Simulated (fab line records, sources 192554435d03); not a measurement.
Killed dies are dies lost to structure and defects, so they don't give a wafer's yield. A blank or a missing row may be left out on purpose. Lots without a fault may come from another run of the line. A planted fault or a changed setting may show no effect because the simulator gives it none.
Chamber matching | flow n5_finfet | N5_BEOL_M0_SAQP_ALD_48 on ald_sin-03: 4 sister chambers
The step deposits SiO2, target thk 20 nm, pulse time 1 s, co reactant pulse time 1 s. 18 wafers are shown with their chamber, then 9 later ones without.

WAFERS WITH THEIR CHAMBER
wafer  | chamber | heater_power_w (W) | precursor_pulse_height_rel
L074.1 | 0       | 73                 | 1.021
L074.2 | 3       | 87                 | 1.032
L074.4 | 2       | 71                 | 0.994
L081.2 | 2       | 72                 | 1.018
L081.3 | 3       | 88                 | 1.024
L081.6 | 2       | 73                 | 0.978
L084.2 | 1       | 74                 | 1.019
L084.4 | 0       | 73                 | 0.980
L084.5 | 0       | 74                 | 0.995
L085.1 | 3       | 89                 | 1.024
L085.3 | 1       | 75                 | 1.000
L085.5 | 1       | 74                 | 1.022
L086.1 | 1       | 74                 | 0.986
L086.4 | 2       | 74                 | 1.019
L086.5 | 2       | 74                 | 1.018
L089.3 | 2       | 74                 | 1.023
L089.4 | 1       | 75                 | 1.001
L089.6 | 1       | 75                 | 0.994

SIGNATURES (means of the wafers above)
reading                    | chamber 0 | chamber 1 | chamber 2 | chamber 3 | scatter within a chamber
heater_power_w             | 73.33     | 74.50     | 73.00     | 88.00     | 0.932
precursor_pulse_height_rel | 0.99867   | 1.00367   | 1.00833   | 1.02667   | 0.0159
Rule: a wafer's distance from a chamber is the root of the sum, over the readings, of the square of ((its reading less the chamber's mean) divided by the reading's scatter). The wafer belongs to the nearest chamber; if the next one is less than 2 further off, it can't be placed. The scatter: the root of (the sum of the squares of (reading less its chamber's mean) over the shown wafers, divided by (wafers less chambers)).

WAFERS WITHOUT THEIR CHAMBER
wafer  | heater_power_w (W) | precursor_pulse_height_rel
L091.2 | 71                 | 1.030
L091.3 | 73                 | 1.027
L091.5 | 76                 | 0.978
L092.2 | 73                 | 1.001
L092.4 | 73                 | 0.984
L092.5 | 89                 | 1.031
L093.1 | 86                 | 1.028
L093.5 | 73                 | 0.990
L093.6 | 88                 | 0.981

WHICH CHAMBER EACH WENT THROUGH
wafer  | from the rows above          | in truth
L091.2 | can't be placed: 2 or 0 or 1 | 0
L091.3 | can't be placed: 2 or 0 or 1 | 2
L091.5 | can't be placed: 1 or 0 or 2 | 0
L092.2 | can't be placed: 0 or 2 or 1 | 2
L092.4 | can't be placed: 0 or 2 or 1 | 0
L092.5 | 3                            | 3
L093.1 | 3                            | 3
L093.5 | can't be placed: 0 or 2 or 1 | 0
L093.6 | 3                            | 3
Placed correctly: 3 of 9. Can't be placed from these rows: 6 (the true chamber is among the candidates in 6). Placed wrongly: 0.
